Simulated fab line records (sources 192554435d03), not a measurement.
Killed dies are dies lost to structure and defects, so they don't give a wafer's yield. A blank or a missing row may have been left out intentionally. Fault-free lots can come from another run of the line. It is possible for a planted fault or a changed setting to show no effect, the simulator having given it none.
fab line records -- flow n5-finfet
record lots=3, wafers=9, last-day=16
route steps=1938 shown SD_EPI_N@263 SD_EPI_P@295 BEOL_M4@1111 PASSIVATION@1936
lots untouched by any fault: they come from a run of this same line in which no faults occurred
start-h: hours from the record's first day to the start of the lot's first wafer shown -- wait-h: hours since the lot's step before -- " as in the row above -- L1.1+2: several wafers, shown together as one row -- - no value present, or no start provided -- * or withheld: withheld -- < > ~ a bound
route shown NAME@n: NAME is a module with steps in the file, n the number in the route of the first one -- usual: average and standard deviation across the fault-free wafers -- same: alike in all rows -- chamber/n: place in a boat -- sites: each site's reading -- _std_site: the standard deviation of these -- _edge_site: mean of outer sites minus mean of inner sites -- radius-mm: how far each site lies from the wafer's centre -- mask NAME#n: copy n -- behind: the most recent tool/chamber to have shaped the wafer -- hold: what put the lot on hold/how long, in hours/how the hold closed -- device: the n, p or np transistor that did not switch -- end of line: the route-end tests of the same wafers -- for a step that has no rows: nothing shown but its recipe -- killed: dies that structure and defects cost at the first sort, which is not the same as the wafer's yield -- map: a wafer's dies, marking killed ones x, the rest . and places with no die _
set.NAME: setting as actually run; set.NAME@STEP: the setting as run at that earlier step -- model.NAME: the simulator's own value behind a step, which no gauge read
lots at some steps of the route; a table a step, a row a wafer
services: from which hour (start-h, from the record's first day; less than 0 if before it) a tool's chamber was out of use, for how many hours, and why
## steps
# step N5_SD_EPI_N_COAT_33
# recipe resist=SiARC, temp-c=220, time-s=60, spin-rpm=1500, resist-thk-nm=35
# step N5_SD_EPI_N_COAT_03
# recipe resist=CAR-ArF-block, spin-rpm=1500, resist-thk-nm=150
# step N5_SD_EPI_N_EBR_05
# recipe solvent=PGMEA, ebr-width-mm=1.5
# step N5_SD_EPI_N_SOFTBAKE_04
# recipe temp-c=110, time-s=60, resist=CAR-ArF-block
# step N5_SD_EPI_N_EXPOSE_06
# recipe mask-id=SD_N_BLK, na=1.35, source-shape=conventional, sigma-outer=0.8, polarization=unpolarized, target-cd-nm=120, dose-mj=39.75
# step N5_SD_EPI_N_PEB_07
# recipe peb-temp-c=110, peb-time-s=60, resist=CAR-ArF-block
# step N5_SD_EPI_N_DEVELOP_08
# recipe develop-time-s=30, developer=TMAH, resist=CAR-ArF-block, dev-temp-c=23, rinse-liquid=diw, dry=air-spin
# step N5_SD_EPI_N_DESCUM_14
# recipe chemistry=O2, time-s=7.9, source-power-w=50, bias-power-w=20, pressure-mtorr=20, rf-frequency-hz=2.712e+07, temp-c=40, resist=CAR-ArF-block, o2-flow-sccm=225
# step N5_SD_EPI_N_ETCH_34
# recipe chemistry=CF4, target=SiARC, target-depth-a=455, mask-material=CAR-ArF-block, time-s=75.8, ion-energy-ev=80, pressure-mtorr=40, source-w=545, bias-w=36, Ar_flow_sccm=100, cf4-flow-sccm=100, ends=cleared
# step N5_SD_EPI_N_ETCH_35
# recipe chemistry=N2/H2, target=SOC, overetch-a=1080, mask-material=SiARC, temp-c=40, ion-energy-ev=100, source-w=3000, bias-w=133, pressure-mtorr=20, time-s=486, n2-flow-sccm=200, h2-flow-sccm=200
# usual drypump-motor-current-A=5.4/0.36, oes-product-au=0.71/0.07, rf-fwd-power-W=2997/8.2, rf-vpp-V=241.0/1.3, showerhead-plenum-p-Torr=2.56/0.078, throttle-valve-pct=23.6/0.32
lot.wafer,tool,chamber,start-h,wait-h,drypump-motor-current-A,oes-product-au,rf-fwd-power-W,rf-hours-counter-h,rf-vpp-V,showerhead-plenum-p-Torr,throttle-valve-pct,model.SD_EPI_N.cd-nm,model.SiARC_of_SD_EPI_N_COAT_33.thk-nm
L914.1,rie-diel-05,0,48.65,0.0,5.4,0.65,2992,178,239.8,2.55,24.0,119.8,19.6
L914.2,rie-diel-05,2,48.65,0.0,5.1,0.68,2997,137,240.8,2.65,23.6,118.4,20.2
L914.6,rie-diel-05,2,48.65,0.0,5.1,0.68,2993,-,241.4,2.65,23.6,118.6,20.2
L924.2,rie-diel-05,1,111.19,0.0,5.3,0.76,2280,60,265.8,2.67,23.1,114.4,22.2
L924.3,rie-diel-05,0,111.19,0.0,5.4,0.64,2995,203,240.3,2.54,24.0,119,19.2
L924.6,rie-diel-05,3,111.19,0.0,5.2,0.80,2995,-,241.2,2.50,23.5,121,19.6
L930.1,rie-diel-06,0,145.38,0.0,5.5,0.68,3009,141,238.9,2.43,23.8,118.4,18.8
L930.4,rie-diel-06,2,145.38,0.0,5.9,0.78,3010,-,239.7,2.45,23.3,119.2,18.6
L930.5,rie-diel-06,0,145.38,0.0,5.5,0.69,3005,-,239.9,2.43,23.8,118.2,18.8
# step N5_SD_EPI_N_STRIP_36
# recipe chemistry=N2/H2, temp-c=40, n2-flow-sccm=200, h2-flow-sccm=200, rf-frequency-hz=6e+07
# step N5_SD_EPI_N_ETCHBACK_44
# recipe chemistry=CH3F/O2, mode=anisotropic-etchback, target=SiNx, target-depth-a=145, stop-on=SiO2, over-etch-frac=0.3, ion-energy-ev=120, pressure-mtorr=30, source-w=395, bias-w=73, Ar_flow_sccm=150, CH3F_flow_sccm=30, O2_flow_sccm=20
# step N5_SD_EPI_N_ETCH_45
# recipe chemistry=CH3F/O2, target=SiOCN, target-depth-a=60, mask-material=SOC, ion-energy-ev=60, bias-w=29, pressure-mtorr=15, source-w=410, Ar_flow_sccm=150, CH3F_flow_sccm=30, O2_flow_sccm=20
# step N5_SD_EPI_N_ETCH_16
# recipe chemistry=CHF3/O2, target=SiO2, target-depth-a=50, mask-material=SOC, pressure-mtorr=30, source-w=650, bias-w=170, Ar_flow_sccm=200, CHF3_flow_sccm=50, O2_flow_sccm=5, ion-energy-ev=200
# usual CHF3_flow_sccm=50.01/0.14, drypump-motor-current-A=5.4/0.36, oes-product-au=0.80/0.09, rf-fwd-power-W=644.0/2.6, rf-vpp-V=534/20, showerhead-plenum-p-Torr=2.43/0.075, throttle-valve-pct=18.81/0.15
lot.wafer,tool,chamber,start-h,wait-h,CHF3_flow_sccm,drypump-motor-current-A,oes-product-au,rf-fwd-power-W,rf-hours-counter-h,rf-vpp-V,showerhead-plenum-p-Torr,throttle-valve-pct,model.SiARC_of_SD_EPI_N_COAT_33.thk-nm
L914.1,rie-diel-05,0,49.17,0.1,49.92,5.4,0.73,644.0,178,519,2.39,18.92,12.2
L914.2,rie-diel-05,2,49.17,0.1,50.02,5.1,0.75,643.1,137,542,2.52,18.83,13
L914.6,rie-diel-05,2,49.17,0.1,49.92,5.1,0.75,639.5,-,542,2.52,18.84,13
L924.2,rie-diel-05,1,111.72,0.1,50.24,5.3,0.89,647.8,60,551,2.54,18.58,14.4
L924.3,rie-diel-05,0,111.72,0.1,49.95,5.4,0.71,643.1,203,517,2.38,18.95,12
L924.6,rie-diel-05,3,111.72,0.1,50.01,5.2,0.91,647.5,-,562,2.38,18.74,12
L930.1,rie-diel-06,0,145.90,0.1,49.88,5.5,0.77,641.3,141,520,2.31,18.97,11.4
L930.4,rie-diel-06,2,145.90,0.1,50.04,5.9,0.88,643.4,-,526,2.35,18.85,11
L930.5,rie-diel-06,0,145.90,0.1,49.88,5.6,0.78,641.9,-,519,2.31,18.97,11.2
# step N5_SD_EPI_N_STRIP_47
# recipe chemistry=CHF3/O2, resist=SiARC, rf-frequency-hz=6e+07
# step N5_SD_EPI_N_SD_RECESS_17
# recipe chemistry=HBr/Cl2/O2, target-depth-a=410, mask-material=SOC, time-s=23.7, bt-time-s=3, pressure-mtorr=10, icp-w=800, bias-w=112, HBr_flow_sccm=150, Cl2_flow_sccm=80, O2_flow_sccm=12
# usual drypump-motor-current-A=5.5/0.53, oes-product-au=0.998/0.015, throttle-valve-pct=37.3/0.32
lot.wafer,tool,chamber,start-h,wait-h,drypump-motor-current-A,oes-product-au,rf-hours-counter-h,throttle-valve-pct,model.SD_EPI_N.cd-nm
L914.1,rie-si-06,2,49.24,0.0,5.5,0.978,81,36.7,119.8
L914.2,rie-si-06,1,49.24,0.0,5.9,0.989,1,37.6,118.6
L914.6,rie-si-06,2,49.24,0.0,5.4,0.970,-,36.7,119.2
L924.2,rie-si-01,0,111.79,0.0,4.8,1.011,53,37.8,114.2
L924.3,rie-si-01,2,111.79,0.0,5.5,0.997,17,37.2,118.8
L924.6,rie-si-01,1,111.79,0.0,4.9,1.009,-,37.2,121
L930.1,rie-si-01,0,145.97,0.0,4.7,1.013,53,37.8,118.2
L930.4,rie-si-01,3,145.97,0.0,6.3,0.978,107,36.7,119
L930.5,rie-si-01,2,145.97,0.0,5.5,0.993,-,37.2,118.2
# step N5_SD_EPI_N_STRIP_38
# recipe chemistry=N2/H2, power-w=1000, temp-c=250, h2-frac=0.65, overash-fraction=0.3, pressure-mtorr=withheld, n2-flow-sccm=1750, h2-flow-sccm=3250
# step N5_SD_EPI_N_WET_ETCH_43
# recipe chemistry=dHF, dilution=withheld, time-s=14, target=SiO2, target-depth-a=15, temp-c=25
# step N5_SD_EPI_N_STRIP_18
# recipe chemistry=SPM, time-s=750, temp-c=130, h2so4-h2o2-vol-ratio=4
# step N5_SD_EPI_N_SRD_20
# recipe dry=ipa-marangoni, do-ppb=5, time-s=30, temp-c=23, rinse-liquid=diw
# step N5_SD_EPI_N_PRECLEAN_48
# recipe chemistry=NF3:NH3, afs-cycles=2, temp-c=30, time-s=20, sublimation-temp-c=180, sublimation-time-s=60, pressure-torr=3, rf-power-w=30
# step N5_SD_EPI_N_VAPOR_ETCH_50
# recipe chemistry=HCl, target=Si, temp-c=775, time-s=54, pressure-torr=20, mode=isotropic
# step N5_SD_EPI_N_EPI_21
# recipe material=Si:P, dopant=P, temp-c=680, pressure-torr=255, time-s=690
# step N5_SD_EPI_N_PRECLEAN_24
# recipe chemistry=O3/DIW, time-s=60, temp-c=22, o3-ppm=10
# step N5_SD_EPI_N_SRD_25
# recipe time-s=30, temp-c=23, rinse-liquid=diw, dry=ipa-marangoni
# step N5_SD_EPI_N_PRECLEAN_49
# recipe chemistry=NF3:NH3, afs-cycles=1, temp-c=30, time-s=20, sublimation-temp-c=180, sublimation-time-s=60, pressure-torr=3, rf-power-w=30
# step N5_SD_EPI_N_LINER_46
# recipe material=SiNx, target-thk-a=30, temp-c=400, ald-precursor-family=SiH2I2, ald-co-reactant=N2/H2-plasma, pressure-torr=2
# step N5_SD_EPI_P_COAT_34
# recipe resist=SOC, temp-c=250, time-s=60, spin-rpm=1500, resist-thk-nm=350
# step N5_SD_EPI_P_COAT_35
# recipe resist=SiARC, temp-c=220, time-s=60, spin-rpm=1500, resist-thk-nm=35
# step N5_SD_EPI_P_COAT_03
# recipe resist=CAR-ArF-block, spin-rpm=1500, resist-thk-nm=150
# step N5_SD_EPI_P_EBR_05
# recipe solvent=PGMEA, ebr-width-mm=1.5
# step N5_SD_EPI_P_SOFTBAKE_04
# recipe temp-c=110, time-s=60, resist=CAR-ArF-block
# step N5_SD_EPI_P_EXPOSE_06
# recipe mask-id=SD_P_BLK, na=1.35, source-shape=conventional, sigma-outer=0.8, polarization=unpolarized, target-cd-nm=240, dose-mj=39.5
# step N5_SD_EPI_P_PEB_07
# recipe peb-temp-c=110, peb-time-s=60, resist=CAR-ArF-block
# step N5_SD_EPI_P_DEVELOP_08
# recipe develop-time-s=30, developer=TMAH, resist=CAR-ArF-block, dev-temp-c=23, rinse-liquid=diw, dry=air-spin
# step N5_BEOL_M4_RC_MEAS_101
# usual DIBL_N=36.7/2.6, DIBL_P=36.9/2.8, IOFF_N=0.17/0.043, IOFF_P=0.22/0.05, ION_N=678/15, ION_P=465/9.2, SS_N=71.6/0.79, SS_P=73.5/0.82, VT_N=250/3.9, VT_P=-250/3.7
lot.wafer,tool,chamber,start-h,wait-h,DIBL_N[mV/V],DIBL_P[mV/V],IOFF_N[nA/um],IOFF_P[nA/um],ION_N[uA/um],ION_P[uA/um],SS_N[mV/dec],SS_P[mV/dec],VT_N[mV],VT_P[mV]
L914.1,prober-01,0,176.67,0.0,41.2,43.8,0.30,0.33,697,474,72.9,75.2,241,-247
L914.2,prober-01,0,176.67,0.0,39.7,41.6,0.23,0.27,689,470,72.9,74.0,248,-249
L914.6,prober-01,0,176.67,0.0,33.8,35.1,0.12,0.17,665,462,71.1,72.7,254,-253
L924.2,prober-02,0,244.25,0.2,32.5,33.3,0.12,0.18,661,458,70.4,72.8,255,-251
L924.3,prober-02,0,244.25,0.2,34.1,35.0,0.14,0.19,664,459,70.6,72.8,251,-254
L924.6,prober-02,0,244.25,0.2,35.4,36.7,0.15,0.23,666,466,71.6,73.6,251,-249
L930.1,prober-02,0,269.62,0.0,36.2,36.6,0.16,0.23,689,477,71.5,74.0,249,-249
L930.4,prober-02,0,269.62,0.0,37.0,37.1,0.16,0.23,669,462,72.0,73.8,251,-250
L930.5,prober-02,0,269.62,0.0,36.6,37.5,0.16,0.24,663,459,71.4,73.4,250,-248
# step N5_PASSIVATION_PROBE_49
# usual defect-limited-yield=91.0/1.4, killed_at_M0_to_M3=36/9.6, killed_at_M4_up=14/6.1, killed-at-contacts=13/6.6, killed-at-front-end=40/11, killed-at-other=3.2/2.9, killed-dies=106/17, killed-on-rim=14/3.9, killed-open=71/12, killed-short=33/7.3, sort_bin_4_leakage=0.02/0.11, sort_bin_5_function=5.3/1, sort_bin_6_memory=3.4/0.68, sort-n-pass=1073/19, sort-yield-pct=91.0/1.6
# same gross-dies=1180, killed-at-back-side=0, sort_bin_8_speed[%]=0
lot.wafer,tool,chamber,start-h,wait-h,defect-limited-yield[%],killed_at_M0_to_M3,killed_at_M4_up,killed-at-contacts,killed-at-front-end,killed-at-other,killed-dies,killed-on-rim,killed-open,killed-short,sort_bin_4_leakage[%],sort_bin_5_function[%],sort_bin_6_memory[%],sort-n-pass,sort-yield-pct[%]
L924.2,prober-02,-,348.09,0.1,56.6,44,4,14,443,7,512,99,71,42,0,39.5,3.4,668,56.6
L924.3,prober-02,-,348.14,0.1,93.1,37,2,10,27,5,81,11,48,33,0,3.9,2.9,1099,93.1
L924.6,prober-02,-,348.29,0.3,93.4,20,6,9,42,1,78,12,46,29,0,3.8,2.1,1102,93.4
L930.1,prober-01,-,372.59,0.0,90.0,39,21,14,41,3,118,16,81,34,0,6.4,3.1,1062,90.0
L930.4,prober-01,-,372.74,0.2,91.7,29,23,14,30,2,98,12,68,27,0,5.1,2.7,1082,91.7
L930.5,prober-01,-,372.79,0.2,88.5,37,23,26,48,2,136,26,88,47,0,5.8,5.5,1044,88.5
# killed by level:class
L924.2 SD_EPI_N:area-etch=397 BEOL_M0_SAQP:geometric-particle:short=16 BEOL_M0_SAQP:geometric-particle:open=15 MOL_CONTACT_COAG:geometric-particle:open=12 FIN_SAQP:geometric-particle:short=11 FIN_SAQP:geometric-particle:open=11 STI_FIN_REVEAL:geometric-particle:open=9 DUMMY_GATE:geometric-particle:open=5
L924.3 BEOL_M0_SAQP:geometric-particle:short=14 BEOL_M0_SAQP:geometric-particle:open=13 MOL_CONTACT_COAG:geometric-particle:open=9 FIN_SAQP:geometric-particle:open=6 GATE_CUT:geometric-particle:short=4 FIN_SAQP:geometric-particle:short=3 STI_FIN_REVEAL:geometric-particle:open=3 DUMMY_GATE:geometric-particle:open=3
L924.6 BEOL_M0_SAQP:geometric-particle:open=10 FIN_SAQP:geometric-particle:open=8 MOL_CONTACT_COAG:geometric-particle:open=7 FIN_SAQP:geometric-particle:short=5 SPACER0:geometric-particle:short=5 GATE_CUT:geometric-particle:short=5 BEOL_M1:geometric-particle:open=4 BEOL_M0_SAQP:geometric-particle:short=3
L930.1 STI_FIN_REVEAL:geometric-particle:open=15 BEOL_M0_SAQP:geometric-particle:open=13 MOL_CONTACT_COAG:geometric-particle:open=11 BEOL_M4:geometric-particle:open=9 FIN_SAQP:geometric-particle:short=5 STI_FIN_REVEAL:geometric-particle:short=5 BEOL_M0_SAQP:geometric-particle:short=5 BEOL_M1:geometric-particle:open=5
L930.4 MOL_CONTACT_COAG:geometric-particle:open=10 BEOL_M4:geometric-particle:open=10 STI_FIN_REVEAL:geometric-particle:open=8 BEOL_M0_SAQP:geometric-particle:short=6 FIN_SAQP:geometric-particle:open=5 DUMMY_GATE:geometric-particle:open=5 BEOL_M0_SAQP:geometric-particle:open=5 BEOL_M0:geometric-particle:open=5
L930.5 MOL_CONTACT_COAG:geometric-particle:open=18 BEOL_M4:geometric-particle:open=13 BEOL_M0_SAQP:geometric-particle:short=13 STI_FIN_REVEAL:geometric-particle:open=10 FIN_SAQP:geometric-particle:open=8 MOL_CONTACT_COAG:geometric-particle:short=8 BEOL_M0_SAQP:geometric-particle:open=7 FIN_SAQP:geometric-particle:short=6
# map L924.2 (x killed, . not)
_________________xxxxx.xxxx..________________
______________x..xxxx.x.x..x..xx_____________
___________xxxxxx.xxxx.xx..xx.xxxxx__________
__________xxxx.....xxxxxxx.xxxxxxxxx_________
________xxxxxx...x.xxxxxxx.xxxxxxxxxx._______
_______xxx.xx.....xxx.xxxxxxxxxxxxxxxxx______
______xxx..x.x.x.xx.x.xxxxxxxxxxxx...xxx_____
_____.x..xx..xxxxxxx.x...x.xxxxxxxx....x.____
____..x....x..xxx.x..xxx...xxx.x......xxxx___
___..xx.xx..xx.xxx.xx.x.....xx.........xxxx__
___.xxx.x......x.xxxxxxx.....x......xxxxxxx__
__xx.x..xx.....x.x.xx..x..............xx.xxx_
__xx.xxxx.......x....xx.xxx......x....x....x_
_xxxxxx............x.....x.......x....x..x.xx
_xxxxxx.........x.............x.x...x........
_.xxxx..xx.x....x........xx...x.xx.x....xxx..
_...xxxxxxx..................xxxxx...x.x...xx
_xxxx..xx.xxx.....x.........xxx...x.......xxx
_xxx......xx.......x........xxx.....x.x..x..x
_x.x......xxxxx..............xxx..........xx.
_xxxx........x.........x....xxx..x..x..x...x.
__xxx..x.............x..x..xxxx...x.x.x.x..._
__xx.x.xxx....x..x....x.x..x.x...xx..xxxxxx._
___xx..x..x........x.......xx.x...xx..x.xxx__
___.xxxxxxxxx.x......x..xx.xx.xxx...x..x.xx__
____x..x.xx..xx.x.......x..x.xxx.......x.x___
_____x.......x.........x.x.xxx.xx.......x____
______...x.x.............x.xxxx.......x._____
_______xx............xx.x.xx..x........______
________xx......x..x..xxxx.......xx..._______
__________x....xx.xxx.xxxx.xx.x..xxx_________
___________....x.x..xx.x.xxxxx.....__________
______________.x....x...xxxxxxxx_____________
_________________.xxx...xxxxx________________
# map L914.1 (x killed, . not)
_________________...x.xx.x..x________________
______________.................._____________
___________....x..........xx.......__________
__________x.......x................._________
________.....................x..x....x_______
_______............x.......x......x....______
______..............x..................._____
_____....................x.x........x...x____
____x.x...x.............x...............x.___
___.....x.......x....x..x.......x..........__
___.......................x....x....xxx.x..__
__...x........x..x....x.....x...x........x.._
__....................x.........x..x.x......_
_........................................x..x
_.....x......x..............x......x.........
_......x.......x......x.x........x...........
_...x........................................
_..................x.........................
_.........x.x........x....x......x...........
_......x.....x.x...x....x...x.....x....x.x...
_............x.x......x...x.................x
__............x.......x.....x..............._
__...x..........x........x....x....x....x..._
___........x....x...............x..........__
___....x.................x.................__
____..x.....x.x..........x.....xx.........___
_____..x.....................x........x..____
______x................................._____
_______.........x...x..x...x...........______
________.x.......x............x.xx..x._______
__________..x.....x................._________
___________xx...xx.................__________
______________x....x........x..x_____________
_________________..x.........________________
## services
tool,chamber,start-h,hours,kind
rie-diel-05,3,35.77,2.5,repair
rie-diel-05,3,58.57,3.7,repair
rie-si-01,2,65.46,2.9,repair
rie-diel-06,0,66.90,6.4,repair
rie-si-01,3,69.23,6.3,repair
rie-diel-05,1,74.67,4.5,repair
rie-diel-06,-,104.20,14.6,pm
rie-si-01,2,120.02,3.5,repair
rie-diel-06,1,125.03,-,clean
rie-diel-06,1,125.03,-,consumable-replace:focus-ring
rie-diel-06,1,125.03,21.7,scheduled-down
rie-diel-06,1,125.03,21.7,vent-cycle
rie-si-01,-,129.49,14.6,pm
## key
first-sign step=N5_SD_EPI_N_ETCH_35, reading=rf-fwd-power-W, direction=down, sigmas=87, usual=*, struck=*
effect step=N5_SD_EPI_N_ETCH_35, reading=rf-vpp-V, direction=up, sigmas=18, usual=241.0, struck=265.8
effect step=N5_PASSIVATION_PROBE_49, reading=killed-at-front-end, direction=up, sigmas=36, usual=40, struck=443
model-effect step=N5_SD_EPI_N_ETCH_35, value=SD_EPI_N.cd-nm, without=118.2, struck=114.4
model-effect step=N5_SD_EPI_N_ETCH_16, value=SiARC_of_SD_EPI_N_COAT_33.thk-nm, without=11.2, struck=14.4
model-effect step=N5_SD_EPI_N_SD_RECESS_17, value=SD_EPI_N.cd-nm, without=118, struck=114.2
more-kills-born-at N5_SD_EPI_N_ETCH_35@rie-diel-05=397
met-at N5_SD_EPI_N_ETCH_35
struck-wafers L924.2
fault kind=process-parameter-drift, tool=rie-diel-05, chamber=1, onset-h=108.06, steps=N5_SD_EPI_N_ETCH_35, channel=source-w, offset=-720, shape=step, end-h=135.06, acts-in=these-recipes-only, stated=3000
